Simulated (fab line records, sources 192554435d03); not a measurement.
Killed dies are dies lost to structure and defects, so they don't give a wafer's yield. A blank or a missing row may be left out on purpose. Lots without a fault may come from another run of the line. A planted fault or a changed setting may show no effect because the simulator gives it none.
Problem report in the 8D (eight disciplines) form, filled by code | flow n5_finfet | the parts of the form that need people (team, actions taken, sign-off) are left out

1. THE PROBLEM
killed_at_front_end at N5_PASSIVATION_PROBE_49 reads a mean of 160 on 4 wafers of 2 lots; wafers without a fault read 36 with a standard deviation of 9.8. That is +13 standard deviations from the usual mean.
First seen on wafer L966.3, day 16 01:06, on prober-02. The record holds 10 wafers of 4 lots with a number at this step. Rule for "out", or "out of limits": more than 4 standard deviations from the usual mean. The other wafers with a number count as sound.

2. WHAT IT IS AND WHAT IT IS NOT
question                    | is                                                                                       | is not
which readings at this step | killed_at_front_end, defect_limited_yield, killed_dies, sort_bin_5_function, sort_n_pass | killed_at_M0_to_M3, killed_at_M4_up, killed_at_contacts, killed_at_other, killed_open, killed_short, sort_bin_6_memory, sort_bin_8_speed
which lots                  | L966, L968                                                                               | L953, L958
which wafers of those lots  | L966.3, L966.4, L966.5, L968.4                                                           | L968.1, L968.3
read on which tools         | prober-01, prober-02                                                                     | -
when                        | from day 16 01:06                                                                        | up to then (4 sound wafers); but 2 sound wafers of L968 came after

3. SUSPECTS, AND WHAT RULES EACH OUT
Counting: a tool at a process step up to the reading stays a suspect if it ran every lot that is out. Sound lots after the first of them don't rule it out here, since some wafers of a struck lot are sound.
- rie_metal-01 at N5_GATE_CUT_VAPOR_ETCH_49 (etches TiAlC in BCl3/Cl2): kept. It ran every lot that is out, first L966 (day 8 09:23); its last sound lot up to then is L958 (day 6 11:34).
- rie_diel-04 at N5_MIM_BOT_LITHO_DESCUM_10 (chemistry O2, time 7.9 s): kept. It ran every lot that is out, first L966 (day 15 14:28); its last sound lot up to then is L958 (day 13 08:50).
- Within rie_metal-01 at N5_GATE_CUT_VAPOR_ETCH_49: the wafers that are out ran in chamber 1; their sound lot-mates ran in chamber 0.
Left after counting: rie_metal-01 at N5_GATE_CUT_VAPOR_ETCH_49, rie_diel-04 at N5_MIM_BOT_LITHO_DESCUM_10.

4. THE CAUSE (what the simulator had put in)
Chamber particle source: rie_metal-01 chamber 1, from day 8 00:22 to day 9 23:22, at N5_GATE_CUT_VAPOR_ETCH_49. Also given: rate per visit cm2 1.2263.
Counting left 2 suspects, and this tool is among them.

5. THE CHAIN OF EFFECTS, in route order
Each row: a reading whose mean over the struck wafers that have a number lies more than 3 standard deviations from the usual. Only readings for which the record gives a usual standard deviation are gone through. hours: the time from each lot's start at the first step in this table that gives one to its start at this step, as a median over the lots. sigmas: the change in usual standard deviations.
hours | step                    | reading              | usual  | on struck wafers | change | sigmas
0     | N5_PASSIVATION_PROBE_49 | defect_limited_yield | 91.7 % | 82.5             | -9.2   | -6.2
0     | N5_PASSIVATION_PROBE_49 | killed_at_front_end  | 36     | 160              | +124   | +13
0     | N5_PASSIVATION_PROBE_49 | killed_dies          | 98     | 207              | +109   | +6.4
0     | N5_PASSIVATION_PROBE_49 | killed_on_rim        | 13     | 26               | +12    | +3.1
0     | N5_PASSIVATION_PROBE_49 | sort_bin_5_function  | 4.9 %  | 11.2             | +6.3   | +6.7
0     | N5_PASSIVATION_PROBE_49 | sort_n_pass          | 1082   | 973              | -109   | -6.4
The process steps in it:
- N5_PASSIVATION_PROBE_49

6. WHAT WOULD HAVE CAUGHT IT SOONER
In this record the first reading out of limits was taken at day 16 01:06, 193 hours after the fault began at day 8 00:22.
Of the tool readings at N5_GATE_CUT_VAPOR_ETCH_49 for which the record gives a usual standard deviation, none was out on any struck wafer, so an alarm limit of 4 standard deviations on them would not have fired.
All the lots that are out (2) had begun N5_GATE_CUT_VAPOR_ETCH_49 on rie_metal-01 by day 16 01:06. A hold on the tool at that time would have spared none of them.
